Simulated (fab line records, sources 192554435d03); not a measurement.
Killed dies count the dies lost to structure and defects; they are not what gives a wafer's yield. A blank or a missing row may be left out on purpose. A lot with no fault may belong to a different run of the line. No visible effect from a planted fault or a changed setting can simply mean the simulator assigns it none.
Chamber matching || flow n5 finfet || rie diel-04 running N5_BEOL_M5_DESCUM_33: 4 sister chambers
The step chemistry O2, time 7 s. 4 wafers are shown with their chamber, then 10 later ones without.

## WAFERS, EACH WITH ITS CHAMBER
{"wafer": "L081.3", "chamber": 0, "showerhead plenum p Torr (Torr)": 2.05}
{"wafer": "L083.6", "chamber": 1, "showerhead plenum p Torr (Torr)": 1.93}
{"wafer": "L084.1", "chamber": 2, "showerhead plenum p Torr (Torr)": 2.12}
{"wafer": "L084.3", "chamber": 3, "showerhead plenum p Torr (Torr)": 1.98}

## WAFERS WITH NO CHAMBER GIVEN
{"wafer": "L084.5", "showerhead plenum p Torr (Torr)": 1.98}
{"wafer": "L085.1", "showerhead plenum p Torr (Torr)": 1.98}
{"wafer": "L085.3", "showerhead plenum p Torr (Torr)": 1.92}
{"wafer": "L085.4", "showerhead plenum p Torr (Torr)": 1.92}
{"wafer": "L091.2", "showerhead plenum p Torr (Torr)": 2.11}
{"wafer": "L091.5", "showerhead plenum p Torr (Torr)": 1.97}
{"wafer": "L091.6", "showerhead plenum p Torr (Torr)": 2.11}
{"wafer": "L096.3", "showerhead plenum p Torr (Torr)": 2.04}
{"wafer": "L096.4", "showerhead plenum p Torr (Torr)": 1.92}
{"wafer": "L096.6", "showerhead plenum p Torr (Torr)": 2.04}

## WHICH CHAMBER EACH ONE RAN IN
{"wafer": "L084.5", "from the rows above": 3, "in truth": 3}
{"wafer": "L085.1", "from the rows above": 3, "in truth": 3}
{"wafer": "L085.3", "from the rows above": 1, "in truth": 1}
{"wafer": "L085.4", "from the rows above": 1, "in truth": 1}
{"wafer": "L091.2", "from the rows above": 2, "in truth": 2}
{"wafer": "L091.5", "from the rows above": 3, "in truth": 3}
{"wafer": "L091.6", "from the rows above": 2, "in truth": 2}
{"wafer": "L096.3", "from the rows above": 0, "in truth": 0}
{"wafer": "L096.4", "from the rows above": 1, "in truth": 1}
{"wafer": "L096.6", "from the rows above": 0, "in truth": 0}
Correct placement for 10 of the 10. Left unplaced by these rows: 0. Wrongly placed: 0.
How it was worked out, from the rows above alone: a wafer's distance from a chamber is the root of the sum, over the readings, of the square of ((its reading less the chamber's mean) divided by the reading's scatter). The wafer belongs to the nearest chamber; if the next one is less than 2 further off, it can't be placed. For every chamber, the mean is computed from those of its wafers that are shown. The scatter: with one shown wafer a chamber, the root of the mean of the squares of how far each hidden wafer lies from its nearest shown one.
